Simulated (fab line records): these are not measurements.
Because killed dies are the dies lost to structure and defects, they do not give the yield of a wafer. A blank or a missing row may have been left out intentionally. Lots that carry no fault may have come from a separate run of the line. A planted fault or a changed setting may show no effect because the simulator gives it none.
2 desks looking at one fault | flow nand_harc | each desk holds nothing but its own numbers, with what lay behind them at the end

== DESK OF THE TOOL OWNER: ald_hk-03 ==
The tool's own readings at NHARC_A_CHANNEL_FILL_D1_ALD_02 (deposits SiO2, target thk 6 nm, pulse time 10 s, ald cycles 60): means of the sampled wafers that have a number, for each lot that ran on this tool. A lot is out of limits, marked OUT, if its mean lies more than 4 standard deviations from the usual mean; the brackets give that distance.
Columns: A = heater_power_w at NHARC_A_CHANNEL_FILL_D1_ALD_02, usual 447 W; B = precursor_pulse_height_rel at NHARC_A_CHANNEL_FILL_D1_ALD_02, usual 1.000
lot  | first seen here | A   | B
L302 | day 13 15:02    | 432 | 1.010
L304 | day 14 16:07    | 417 | 0.988
L303 | day 14 16:29    | 464 | 1.012
L305 | day 15 05:28    | 422 | 0.990
This desk found nothing out of limits on any of the 4 lots.

== THE DEFECT DESK ==
Per lot, the means of the sampled wafers with a number show what the inspections along the route counted. A lot is out of limits, marked OUT, if its mean lies more than 4 standard deviations from the usual mean; the brackets give that distance.
Columns: A = raw_defect_count at NHARC_A_CHANNEL_HOLE_D1_INSPECT_12, usual 6
lot  | first seen here | A
L291 | day 8 22:22     | 8
L293 | day 9 21:13     | 7
L294 | day 9 23:08     | 6
L295 | day 10 06:37    | 5
L296 | day 10 22:55    | 6
L298 | day 11 18:04    | 4
L302 | day 13 07:53    | 7
L304 | day 14 08:01    | 14
L303 | day 14 08:47    | 13
L305 | day 14 20:34    | 8
L311 | day 17 08:26    | 6
L312 | day 17 15:08    | 4
L313 | day 18 01:25    | 7
This desk found nothing out of limits on any of the 13 lots.

== PUT TOGETHER ==
The desk of the tool owner found nothing out of limits.
Nothing out of limits was seen by the defect desk.

== WHAT THE SIMULATOR HAD INSERTED ==
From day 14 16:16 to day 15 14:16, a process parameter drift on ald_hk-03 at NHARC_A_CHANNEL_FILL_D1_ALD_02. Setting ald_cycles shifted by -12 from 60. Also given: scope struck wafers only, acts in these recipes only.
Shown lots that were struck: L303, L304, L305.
